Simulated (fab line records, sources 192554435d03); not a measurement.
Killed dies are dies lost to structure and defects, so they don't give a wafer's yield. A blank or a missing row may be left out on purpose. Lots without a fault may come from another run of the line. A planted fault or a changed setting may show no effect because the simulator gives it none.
Problem report in the 8D (eight disciplines) form, filled by code | flow n5_finfet | the parts of the form that need people (team, actions taken, sign-off) are left out

1. THE PROBLEM
cd_nm at N5_FIN_SAQP_CD_MEAS_31 reads a mean of 10.55 nm on 2 wafers of 2 lots; wafers without a fault read 8.12 nm with a standard deviation of 0.23. That is +11 standard deviations from the usual mean.
The step: target cd 8 nm.
First seen on wafer L941.2, day 6 19:52, on cd_sem-02. The record holds 21 wafers of 7 lots with a number at this step. Rule for "out", or "out of limits": more than 4 standard deviations from the usual mean. The other wafers with a number count as sound.

2. WHAT IT IS AND WHAT IT IS NOT
question                    | is                   | is not
which readings at this step | cd_nm                | -
which lots                  | L941, L944           | L922, L923, L932, L934, L945
which wafers of those lots  | L941.2, L944.1       | L941.4, L941.6, L944.3, L944.4
read on which gauges        | cd_sem-01, cd_sem-02 | cd_sem-03
when                        | from day 6 19:52     | up to then (14 sound wafers); but 5 sound wafers of L944, L945 came after

3. SUSPECTS, AND WHAT RULES EACH OUT
Counting: a tool at a process step up to the reading stays a suspect if it ran every lot that is out. Sound lots after the first of them don't rule it out here, since some wafers of a struck lot are sound.
- the gauge at N5_FIN_SAQP_CD_MEAS_31: ruled out. The wafers that are out were read on 2 gauges (cd_sem-01, cd_sem-02).
- ald_sin-03 at N5_FIN_SAQP_SPACER1_ALD_24 (deposits SiO2, target thk 20.3 nm, pulse time 1 s, purge time 2 s): kept. It ran every lot that is out, first L941 (day 6 17:04); its last sound lot up to then is L934 (day 4 23:09).
- ald_sin-03 at N5_FIN_SAQP_SPACER2_ALD_28 (deposits SiO2, target thk 8.1 nm, pulse time 1 s, purge time 2 s): kept. It ran every lot that is out, first L941 (day 6 19:20); its last sound lot up to then is L934 (day 5 01:21).
- Within ald_sin-03 at N5_FIN_SAQP_SPACER1_ALD_24: the wafers that are out ran in chamber 1; their sound lot-mates ran in chambers 0, 3.
Left after counting: ald_sin-03 at N5_FIN_SAQP_SPACER1_ALD_24, ald_sin-03 at N5_FIN_SAQP_SPACER2_ALD_28.

4. THE CAUSE (what the simulator had put in)
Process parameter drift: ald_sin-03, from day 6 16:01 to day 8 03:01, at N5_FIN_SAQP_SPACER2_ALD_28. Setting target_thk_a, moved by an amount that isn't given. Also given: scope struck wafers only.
Counting left 2 suspects, and this tool is among them.

5. THE CHAIN OF EFFECTS, in route order
Each row: a reading whose mean over the struck wafers that have a number lies more than 3 standard deviations from the usual. Only readings for which the record gives a usual standard deviation are gone through. hours: the time from each lot's start at the first step in this table that gives one to its start at this step, as a median over the lots. sigmas: the change in usual standard deviations.
hours | step                         | reading            | usual       | on struck wafers | change | sigmas
0     | N5_FIN_SAQP_CD_MEAS_31       | cd_nm              | 8.12 nm     | 10.55            | +2.44  | +11
11    | N5_STI_FIN_REVEAL_CD_MEAS_22 | cd_nm              | 6.23 nm     | 8.96             | +2.73  | +12
163   | N5_BEOL_M4_RC_MEAS_101       | DIBL_N             | 36.1 mV/V   | 52.6             | +16.5  | +10
163   | N5_BEOL_M4_RC_MEAS_101       | DIBL_P             | 35.7 mV/V   | 57.0             | +21.3  | +12
163   | N5_BEOL_M4_RC_MEAS_101       | IOFF_N             | 0.159 nA/um | 1.558            | +1.399 | +52
163   | N5_BEOL_M4_RC_MEAS_101       | IOFF_N_85C         | 3.1 nA/um   | 20.5             | +17.4  | +40
163   | N5_BEOL_M4_RC_MEAS_101       | IOFF_N_LIN         | 0.073 nA/um | 0.493            | +0.420 | +43
163   | N5_BEOL_M4_RC_MEAS_101       | IOFF_P             | 0.21 nA/um  | 1.23             | +1.02  | +34
163   | N5_BEOL_M4_RC_MEAS_101       | IOFF_P_85C         | 3.6 nA/um   | 16.4             | +12.8  | +30
163   | N5_BEOL_M4_RC_MEAS_101       | IOFF_P_LIN         | 0.100 nA/um | 0.371            | +0.271 | +25
163   | N5_BEOL_M4_RC_MEAS_101       | ION_N              | 673 uA/um   | 784              | +110   | +11
163   | N5_BEOL_M4_RC_MEAS_101       | ION_P              | 462 uA/um   | 514              | +52    | +7.1
163   | N5_BEOL_M4_RC_MEAS_101       | SS_N               | 71.4 mV/dec | 74.9             | +3.5   | +6.2
163   | N5_BEOL_M4_RC_MEAS_101       | SS_P               | 73.2 mV/dec | 78.7             | +5.5   | +9.0
163   | N5_BEOL_M4_RC_MEAS_101       | VT_N               | 249.7 mV    | 211.3            | -38.3  | -13
163   | N5_BEOL_M4_RC_MEAS_101       | VT_N_LVT           | 98.3 mV     | 61.2             | -37.1  | -13
163   | N5_BEOL_M4_RC_MEAS_101       | VT_P               | -250 mV     | -224             | +26    | +8.5
163   | N5_BEOL_M4_RC_MEAS_101       | VT_P_LVT           | -98.4 mV    | -74.5            | +23.9  | +8.8
266   | N5_PASSIVATION_PROBE_49      | sort_bin_4_leakage | 0.00 %      | 91.57            | +91.57 | +99 or more
266   | N5_PASSIVATION_PROBE_49      | sort_n_pass        | 1074        | 0                | -1074  | -72
266   | N5_PASSIVATION_PROBE_49      | sort_yield_pct     | 91.0 %      | 0.0              | -91.0  | -70
The process steps in it:
- N5_PASSIVATION_PROBE_49

6. WHAT WOULD HAVE CAUGHT IT SOONER
In this record the first reading out of limits at a measuring or inspecting step was taken at day 6 19:52, 4 hours after the fault began at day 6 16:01.
Of the tool readings at N5_FIN_SAQP_SPACER2_ALD_28 for which the record gives a usual standard deviation, none was out on any struck wafer, so an alarm limit of 4 standard deviations on them would not have fired.
Of the lots that are out (2), L944 began N5_FIN_SAQP_SPACER2_ALD_28 on ald_sin-03 after day 6 19:52. A hold on the tool at that time would have spared it.
